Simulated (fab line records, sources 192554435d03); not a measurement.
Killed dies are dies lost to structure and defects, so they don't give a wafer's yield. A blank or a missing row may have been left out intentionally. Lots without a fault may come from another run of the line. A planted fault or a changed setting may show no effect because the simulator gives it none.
Split-lot experiment + flow n5 finfet + on a route of 1938 steps: 7 lots, 21 wafers read

== SPLIT DETAILS ==
At N5_BEOL_M1_COAT_61 (time 60 s, resist thk 60 nm), the setting spin rpm was moved away from the recipe's 1500 rpm on 6 of the 21 wafers read, by -10.9% to +5.3%. All remaining wafers had this setting at the recipe value.

== FROM THE SPLIT TO THE READING: what the file shows between them, 8 steps ==
- N5_BEOL_M1_COAT_62: time 60 s, resist thk 12 nm
- N5_BEOL_M1_COAT_73: time 60 s, resist thk 5 nm
- N5_BEOL_M1_ETCH_74: etches underlayer in N2/H2, target depth 6.5 nm, time 5.2 s
- N5_BEOL_M1_ETCH_63: etches SiARC in CF4, target depth 15.6 nm, time 26 s
- N5_BEOL_M1_ETCH_64: etches SOC in N2/H2, target depth 75 nm, overetch 15 nm, time 112.5 s
- N5_BEOL_M1_STRIP_65: strips in N2/H2
- N5_BEOL_M1_STRIP_75: strips in N2/H2
- N5_BEOL_M1_STRIP_66: strips in CF4

== THE READING ==
SOC_of_BEOL_M1_COAT_61.thk nm (the simulator's own value, which no gauge read), in nm, at N5_BEOL_M1_HM_OPEN_17 (chemistry Cl2/BCl3, target TiN, target depth 20 nm, overetch 6 nm). The file does not state a usual value for it. The 15 wafers here that ran the recipe average 52.0 nm, standard deviation 0.27 nm.

| wafer  | tool, chamber at the split | spin rpm as run, rpm | against the recipe | SOC_of_BEOL_M1_COAT_61.thk nm, nm | against lot-mates on the recipe |
|--------|----------------------------|----------------------|--------------------|-----------------------------------|---------------------------------|
| L082.1 | litho track-01, 0          | 1500                 | recipe             | 52.4                              | -                               |
| L082.4 | litho track-01, 0          | 1500                 | recipe             | 52.2                              | -                               |
| L082.5 | litho track-01, 0          | 1500                 | recipe             | 51.8                              | -                               |
| L083.1 | litho track-04, 0          | 1500                 | recipe             | 52.4                              | -                               |
| L083.3 | litho track-04, 0          | 1579                 | +5.3%              | 50.8                              | -1.6                            |
| L083.4 | litho track-04, 0          | 1579                 | +5.3%              | 50.6                              | -1.8                            |
| L084.1 | litho track-05, 0          | 1398                 | -6.8%              | 54.4                              | +2.4                            |
| L084.2 | litho track-05, 0          | 1500                 | recipe             | 51.8                              | -                               |
| L084.6 | litho track-05, 0          | 1500                 | recipe             | 52.2                              | -                               |
| L085.1 | litho track-04, 0          | 1500                 | recipe             | 52                                | -                               |
| L085.2 | litho track-04, 0          | 1336                 | -10.9%             | 55.8                              | +3.6                            |
| L085.4 | litho track-04, 0          | 1500                 | recipe             | 52.4                              | -                               |
| L087.1 | litho track-01, 0          | 1500                 | recipe             | 52                                | -                               |
| L087.2 | litho track-01, 0          | 1500                 | recipe             | 52.2                              | -                               |
| L087.5 | litho track-01, 0          | 1500                 | recipe             | 51.8                              | -                               |
| L095.1 | litho track-01, 0          | 1500                 | recipe             | 51.8                              | -                               |
| L095.3 | litho track-01, 0          | 1500                 | recipe             | 52                                | -                               |
| L095.6 | litho track-01, 0          | 1500                 | recipe             | 51.6                              | -                               |
| L097.1 | litho track-04, 0          | 1457                 | -2.9%              | 52.8                              | +1.2                            |
| L097.2 | litho track-04, 0          | 1500                 | recipe             | 51.6                              | -                               |
| L097.4 | litho track-04, 0          | 1457                 | -2.9%              | 52.6                              | +1.0                            |

THE FIT
A straight line over all 21 wafers: SOC_of_BEOL_M1_COAT_61.thk nm changes by -0.315 nm for each +1% of spin rpm; r = -0.97; the points scatter about the line by 0.29 nm.
The same after taking each lot's own level away (the mean of its wafers on the recipe; 21 wafers): -0.335 nm for each +1%; r = -0.99; scatter 0.18 nm.
According to that fit, moving spin rpm by its largest amount changes the reading by 3.7 nm.
Measured against the standard deviation above, the lots' own levels, which go from 51.60 to 52.40 nm, span 3.0 times it.
Hence the lot-to-lot level has little effect on the slope; both slopes agree.
Check: for one of the wafers moved furthest among these (-10.9%), held out of the fit, the line's prediction against its lot-mates is +3.77 nm. It came out at +3.6 nm against them.

== THE WHOLE CHAIN: every reading that the file lists as answering this split, in the file's order ==
| step                  | what it does                                                          | reading                                                                        | change (the file's fit)               | r (the file's) |
|-----------------------|-----------------------------------------------------------------------|--------------------------------------------------------------------------------|---------------------------------------|----------------|
| N5_BEOL_M1_COAT_61    | time 60 s, resist thk 60 nm                                           | SOC_of_BEOL_M1_COAT_61.thk nm (the simulator's own value, which no gauge read) | -0.315 nm for each +1% of the setting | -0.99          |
| N5_BEOL_M1_ETCH_64    | etches SOC in N2/H2, target depth 75 nm, overetch 15 nm, time 112.5 s | etch.depth nm (the simulator's own value, which no gauge read)                 | -0.318 nm for each +1% of the setting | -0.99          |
| N5_BEOL_M1_HM_OPEN_17 | chemistry Cl2/BCl3, target TiN, target depth 20 nm, overetch 6 nm     | SOC_of_BEOL_M1_COAT_61.thk nm (the simulator's own value, which no gauge read) | -0.336 nm for each +1% of the setting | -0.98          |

== FILE'S OWN FIT ==
SOC_of_BEOL_M1_COAT_61.thk nm changes by -0.336 nm for each +1% of spin rpm, r = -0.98.
